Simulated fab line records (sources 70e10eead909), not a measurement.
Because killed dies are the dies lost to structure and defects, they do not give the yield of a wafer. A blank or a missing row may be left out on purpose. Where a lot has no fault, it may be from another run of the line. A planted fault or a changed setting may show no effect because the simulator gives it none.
Which tool is to blame? ; flow nand-harc ; Sampling: 11 lots, 33 wafers, 3 of 1302 route steps

WHAT THE GAUGES READ, wafer by wafer
NHARC_A_ZERO_WELL_INSPECT_17.
lot;measured;on;raw-defect-count
L209;day 7 01:01;defect-inspect-02;14 20 32
L210;day 7 03:20;defect-inspect-01;23 12 19
L212;day 7 22:07;defect-inspect-01;8 27 16
L215;day 9 07:30;defect-inspect-02;9 9 10
L216;day 9 14:28;defect-inspect-01;7 10 12
L217;day 10 02:22;defect-inspect-02;6 10 6
L218;day 10 08:08;defect-inspect-01;4 14 10
L221;day 11 18:26;defect-inspect-01;12 31 20
L223;day 12 22:54;defect-inspect-01;9 16 13
L229;day 15 19:17;defect-inspect-02;11 10 1243
L231;day 16 02:02;defect-inspect-01;8 26 1150

TOOL THAT RAN EACH LOT (tool first, then ch and the chambers of the sampled wafers, then the start)
lot;NHARC_A_ZERO_WELL_ETCH_19;NHARC_A_ZERO_WELL_ETCH_13
L209;rie-diel-04 ch 0,2, day 6 23:48;rie-si-02 ch 1,2,3, day 6 23:56
L210;rie-diel-04 ch 0,1,3, day 7 02:08;rie-si-04 ch 0,1,3, day 7 02:16
L212;rie-diel-03 ch 0,1,3, day 7 20:52;rie-si-04 ch 0,3, day 7 20:59
L215;rie-diel-04 ch 0,1,2, day 9 06:18;rie-si-02 ch 0,1,2, day 9 06:26
L216;rie-diel-02 ch 0,1,2, day 9 13:13;rie-si-02 ch 1,2, day 9 13:19
L217;rie-diel-03 ch 0,3, day 10 01:04;rie-si-04 ch 0,2,3, day 10 01:11
L218;rie-diel-03 ch 0,1,2, day 10 06:53;rie-si-02 ch 0,3, day 10 07:01
L221;rie-diel-03 ch 0,2,3, day 11 17:10;rie-si-01 ch 0,1,2, day 11 17:19
L223;rie-diel-04 ch 0,2,3, day 12 21:40;rie-si-01 ch 0,2,3, day 12 21:47
L229;rie-diel-03 ch 0,2,3, day 15 18:04;rie-si-01 ch 0,2,3, day 15 18:11
L231;rie-diel-03 ch 0,1,3, day 16 00:49;rie-si-01 ch 0,2,3, day 16 00:56
- NHARC_A_ZERO_WELL_ETCH_19: etches the open film in N2/H2, target depth 80 nm, overetch 24 nm, time 87.88 s.
- NHARC_A_ZERO_WELL_ETCH_13: etches the open film in HBr/Cl2, target depth 120 nm, time 40.1 s.

THE ANSWER, worked out from the rows above alone
Rule: the lots themselves supply what counts as usual. Put in order of their means at a reading, lots are off if they are a third of the lots or fewer, leave a main group of 4 or more, and stand apart from it by a gap of 3 or more times the standard deviation of the main group's means; of several such gaps the widest counts. If all means in a main group match to the digits the tables above print for the reading, that group is not used. A lot without any number at a reading at which 4 lots or more have one is off too. All remaining lots with rows at the step are treated as sound.
Off at NHARC_A_ZERO_WELL_INSPECT_17 (raw-defect-count): L229, L231. The main group has a mean of 14 with a standard deviation of 5.2.
If a tool, at a process step before that reading, ran all the lots that are off and no sound lot after the first of them, it fits. The gauges at NHARC_A_ZERO_WELL_INSPECT_17 are tried like those tools. This does not decide it: 2 tools fit, namely rie-diel-03 at NHARC_A_ZERO_WELL_ETCH_19 and rie-si-01 at NHARC_A_ZERO_WELL_ETCH_13.

WHAT HAD BEEN PUT IN BY THE SIMULATOR
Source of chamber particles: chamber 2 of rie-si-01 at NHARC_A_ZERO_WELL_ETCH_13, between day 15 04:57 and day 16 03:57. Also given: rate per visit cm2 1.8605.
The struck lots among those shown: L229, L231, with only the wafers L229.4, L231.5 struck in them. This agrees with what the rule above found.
